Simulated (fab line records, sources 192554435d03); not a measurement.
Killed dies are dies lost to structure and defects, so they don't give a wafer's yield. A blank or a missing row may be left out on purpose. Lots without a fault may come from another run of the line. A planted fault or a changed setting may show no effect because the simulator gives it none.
fab line records | flow n5_finfet
record lots=5 wafers=15 last_day=17
route steps=1938 shown BEOL_M9@1463 BEOL_M10@1470
lots that met no fault: from a run of the same line without faults
start_h: hours from the record's first day to the start of the lot's first wafer shown | wait_h: hours since the lot's step before | " the same as in the row above | L1.1+2: a row that stands for several wafers | - no value, or no start given | * or withheld: withheld | < > ~ a bound
route shown NAME@n: a module of which the file shows steps, and the number in the route of the first | usual: mean/standard deviation of fault-free wafers | same: alike in all rows | chamber/n: place in a boat | sites: the reading at each site | _std_site: their standard deviation | _edge_site: outer sites' mean less inner sites' | radius_mm: how far each site lies from the wafer's centre | mask NAME#n: copy n | behind: the tool/chamber that last shaped the wafer | hold: why the lot was held/for how many hours/how that ended | device: the transistor (n, p or np) that didn't switch | end of line: the same wafers' tests at the end of the route | a step without rows: its recipe alone | killed: dies lost to structure and defects at the first sort, not the wafer's yield | map: a wafer's dies, x killed, . not, _ none there
set.NAME: the setting as run; set.NAME@STEP: as run at that earlier step | model.NAME: the simulator's own value behind a step, which no gauge read
lots at some steps of the route; a table a step, a row a wafer
services: from which hour (start_h, from the record's first day; less than 0 if before it) a tool's chamber was out of use, for how many hours, and why
## steps
# step N5_BEOL_M9_ANNEAL_51
# recipe temp_c=225 time_s=90 ambient=N2
# step N5_BEOL_M9_CMP_52
# recipe stop_on=SiCOH_lowk t_overpolish_s=7 down_force_psi=1 platen_rpm=50 clearing_platen_down_force_psi=1.5 clearing_platen_rpm=50 post_cmp_clean=cu_alkaline target_thk_nm=140 clearing_platen_pad_velocity_m_s=0.99484 pad_velocity_m_s=0.99484
# step N5_BEOL_M9_PRE_CLEAN_55
# recipe gas=NH3 time_s=15 temp_c=withheld rf_power_w=300
# step N5_BEOL_M9_DEP_56
# recipe material=SiCN target_thk_a=150 temp_c=withheld precursor=3MS/NH3 pressure_torr=3 rf_w=202 time_s=26.5
# step N5_BEOL_M10_ILD_DEP_00
# recipe material=SiCOH_lowk target_thk_a=3085.1 temp_c=300 precursor=DEMS/porogen pressure_torr=5 rf_w=500 time_s=58
# step N5_BEOL_M10_CURE_71
# recipe temp_c=385 time_s=240 ambient=He/Ar material=SiCOH_lowk
# step N5_BEOL_M10_PECVD_70
# recipe material=SiO2 target_thk_a=200 temp_c=400 precursor=TEOS/O2 pressure_torr=5.5 rf_w=450 teos_flow_sccm=53.8 gas=O2 flow_sccm=3000 time_s=22.7
# step N5_BEOL_M10_HM_DEP_02
# recipe material=TiN target_thk_a=200 temp_c=25 chamber_pressure_pa=0.49996
# step N5_BEOL_M10_COAT_59
# recipe resist=SOC temp_c=250 time_s=60 spin_rpm=1500 resist_thk_nm=100
# usual exhaust_pa=45.0/0.91 plate_temp_C=250.00/0.18 spin_speed_rpm=1499.8/1.1
# columns lot.wafer tool chamber start_h wait_h exhaust_pa plate_temp_C spin_speed_rpm model.SOC_of_BEOL_M10_COAT_59.thk_nm
L487.1 litho_track-04 0 258.23 0.1 47.0 249.90 1309.4 107.2
L487.4 " 0 " " 45.7 249.82 1308.4 107.2
L487.5 " 0 " " 46.4 250.07 1308.2 107.4
L490.1 litho_track-04 0 272.47 0.1 43.6 249.86 1308.7 107.6
L490.2 " 0 " " 44.6 250.15 1308.0 107.2
L490.6 " 0 " " 44.8 250.00 1308.4 107.2
L486.1 litho_track-04 0 279.83 0.1 45.3 249.83 1310.9 107
L486.3 " 0 " " 45.2 249.96 1309.6 107.2
L486.4 " 0 " " 45.4 249.67 1308.2 107.2
L499.1 litho_track-05 0 331.34 0.1 44.3 250.02 1500.2 100.2
L499.3 " 0 " " 44.9 250.04 1500.4 100
L499.6 " 0 " " 42.8 249.82 1501.0 99.8
L502.1 litho_track-04 0 351.10 0.1 45.2 250.07 1499.0 99.8
L502.2 " 0 " " 45.4 250.08 1499.2 100.2
L502.6 " 0 " " 43.9 250.16 1499.6 99.8
# step N5_BEOL_M10_COAT_60
# recipe resist=SiARC temp_c=220 time_s=60 spin_rpm=1500 resist_thk_nm=30
# step N5_BEOL_M10_COAT_05
# recipe resist=CAR-ArF spin_rpm=1500 resist_thk_nm=90
# step N5_BEOL_M10_EBR_07
# recipe solvent=PGMEA ebr_width_mm=1.5
# step N5_BEOL_M10_SOFTBAKE_06
# recipe temp_c=110 time_s=60 resist=CAR-ArF
# step N5_BEOL_M10_EXPOSE_08
# recipe mask_id=M10 na=1.35 source_shape=dipole sigma_inner=0.411 sigma_outer=0.611 polarization=te dose_mj=53.75
# step N5_BEOL_M10_PEB_09
# recipe peb_temp_c=withheld peb_time_s=60 resist=CAR-ArF
# step N5_BEOL_M10_DEVELOP_10
# recipe develop_time_s=30 developer=TMAH resist=CAR-ArF rinse_liquid=diw dry=air_spin dev_temp_c=23
# step N5_BEOL_M10_DESCUM_16
# recipe chemistry=O2 time_s=7.9 source_power_w=50 bias_power_w=20 pressure_mtorr=20 rf_frequency_hz=2.712e+07 temp_c=40 resist=CAR-ArF o2_flow_sccm=225
# step N5_BEOL_M10_ETCH_61
# recipe chemistry=CF4 target=SiARC target_depth_a=390 mask_material=CAR-ArF time_s=65 ion_energy_ev=80 pressure_mtorr=40 source_w=545 bias_w=36 Ar_flow_sccm=100 cf4_flow_sccm=100 ends=cleared
# step N5_BEOL_M10_ETCH_62
# recipe chemistry=N2/H2 target=SOC target_depth_a=1100 overetch_a=220 mask_material=SiARC temp_c=40 time_s=165 ion_energy_ev=200 pressure_mtorr=30 source_w=840 bias_w=150 n2_flow_sccm=200 h2_flow_sccm=200
# usual drypump_motor_current_A=5.8/0.53 oes_product_au=0.68/0.05 rf_vpp_V=524/3.1 showerhead_plenum_p_Torr=2.55/0.11 throttle_valve_pct=17.78/0.25
# columns lot.wafer tool chamber start_h wait_h drypump_motor_current_A oes_product_au rf_hours_counter_h rf_vpp_V showerhead_plenum_p_Torr throttle_valve_pct model.etch.depth_nm
L487.1 rie_diel-03 0 258.66 0.0 5.3 0.70 115 520 2.46 17.99 107.3
L487.4 " 2 " " 4.8 0.78 - 523 2.50 17.65 107.3
L487.5 " 0 " " 5.3 0.71 - 521 2.46 18.00 107.4
L490.1 rie_diel-05 2 273.15 0.0 6.0 0.68 132 523 2.56 18.12 107.6
L490.2 " 1 " " 5.8 0.70 115 523 2.44 17.91 107.2
L490.6 " 3 " " 4.7 0.70 - 519 2.45 17.94 107.2
L486.1 rie_diel-05 0 280.37 0.0 5.2 0.65 172 521 2.45 17.80 107.1
L486.3 " 1 " " 5.9 0.70 117 522 2.44 17.92 107.2
L486.4 " 3 " " 4.7 0.69 108 522 2.45 17.96 107.2
L499.1 rie_diel-05 3 331.76 0.0 4.7 0.65 125 521 2.44 17.96 100.1
L499.3 " 2 " " 6.0 0.63 155 524 2.55 18.15 99.91
L499.6 " 2 " " 6.0 0.64 - 526 2.55 18.14 99.88
L502.1 rie_diel-05 0 351.52 0.0 5.2 0.61 198 521 2.44 17.83 99.79
L502.2 " 1 " " 5.9 0.65 147 521 2.43 17.96 100.3
L502.6 " 1 " " 5.9 0.64 - 521 2.43 17.94 99.74
# step N5_BEOL_M10_STRIP_68
# recipe chemistry=N2/H2 temp_c=40 n2_flow_sccm=200 h2_flow_sccm=200 rf_frequency_hz=6e+07
# step N5_BEOL_M10_STRIP_67
# recipe chemistry=CF4 resist=SiARC power_w=300 bias_power_w=75 pressure_mtorr=50 cf4_flow_sccm=150 rf_frequency_hz=6e+07
# step N5_BEOL_M10_HM_OPEN_17
# recipe chemistry=Cl2/BCl3 target_depth_a=200 overetch_a=60 target=TiN mask_material=SOC ion_energy_ev=150 pressure_mtorr=10 icp_w=1000 bias_w=126 Cl2_flow_sccm=53.25 bcl3_flow_sccm=21.75 Ar_flow_sccm=25
# usual drypump_motor_current_A=5.9/0.53 oes_product_au=0.65/0.082 throttle_valve_pct=22.05/0.3
# columns lot.wafer tool chamber start_h wait_h drypump_motor_current_A oes_product_au rf_hours_counter_h throttle_valve_pct model.SOC_of_BEOL_M10_COAT_59.thk_nm
L487.1 rie_metal-01 0 258.85 0.0 5.4 0.72 22 21.66 99.2
L487.4 " 0 " " 5.4 0.72 - 21.65 99.2
L487.5 " 0 " " 5.4 0.72 - 21.63 99.2
L490.1 rie_metal-03 0 273.34 0.0 6.2 0.56 86 21.97 99.8
L490.2 " 1 " " 6.1 0.63 56 22.14 99
L490.6 " 1 " " 6.1 0.63 - 22.14 99
L486.1 rie_metal-01 0 280.56 0.0 5.4 0.70 25 21.67 99
L486.3 " 0 " " 5.4 0.71 - 21.65 99.2
L486.4 " 1 " " 6.3 0.82 - 22.46 99.4
L499.1 rie_metal-03 1 331.95 0.0 6.1 0.63 61 22.16 91.8
L499.3 " 0 " " 6.2 0.56 - 21.99 92
L499.6 " 0 " " 6.2 0.56 - 21.98 92
L502.1 rie_metal-02 1 351.70 0.0 6.6 0.66 36 22.03 91.8
L502.2 " 1 " " 6.6 0.67 - 22.02 92.4
L502.6 " 1 " " 6.6 0.66 - 22.02 91.8
# step N5_BEOL_M10_STRIP_19
# recipe chemistry=O2 power_w=400 temp_c=40 pressure_mtorr=30 rf_frequency_hz=6e+07 bias_power_w=0 overash_fraction=0.2 o2_flow_sccm=225
## services
# columns tool chamber start_h hours kind
rie_metal-01 1 253.93 - clean
rie_metal-01 1 253.93 25.0 scheduled_down
rie_metal-01 1 253.93 25.0 vent_cycle
rie_diel-03 1 258.58 - clean
rie_diel-03 1 258.58 - consumable_replace:focus_ring
rie_diel-03 1 258.58 25.3 scheduled_down
rie_diel-03 1 258.58 25.3 vent_cycle
rie_metal-03 - 262.60 0.2 repair
rie_diel-03 - 282.27 14.6 pm
rie_diel-05 - 290.03 0.5 repair
rie_metal-02 0 351.64 - clean
rie_metal-02 0 351.64 13.3 scheduled_down
rie_metal-02 0 351.64 13.3 vent_cycle
## key
first_sign step=N5_BEOL_M10_COAT_59 reading=spin_speed_rpm direction=down sigmas=99+ usual=* struck=*
effect none on later readings
model_effect step=N5_BEOL_M10_COAT_59 value=SOC_of_BEOL_M10_COAT_59.thk_nm without=100.2 struck=107.2
model_effect step=N5_BEOL_M10_ETCH_62 value=etch.depth_nm without=100.2 struck=107.3
model_effect step=N5_BEOL_M10_HM_OPEN_17 value=SOC_of_BEOL_M10_COAT_59.thk_nm without=92.13 struck=99.22
met_at N5_BEOL_M10_COAT_59
struck_wafers L486.1,L486.3,L486.4,L487.1,L487.4,L487.5,L490.1,L490.2,L490.6
fault kind=process_parameter_drift tool=litho_track-04 chamber=- onset_h=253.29 steps=N5_BEOL_M10_COAT_59 channel=spin_rpm offset=* shape=step end_h=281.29 acts_in=* stated=*
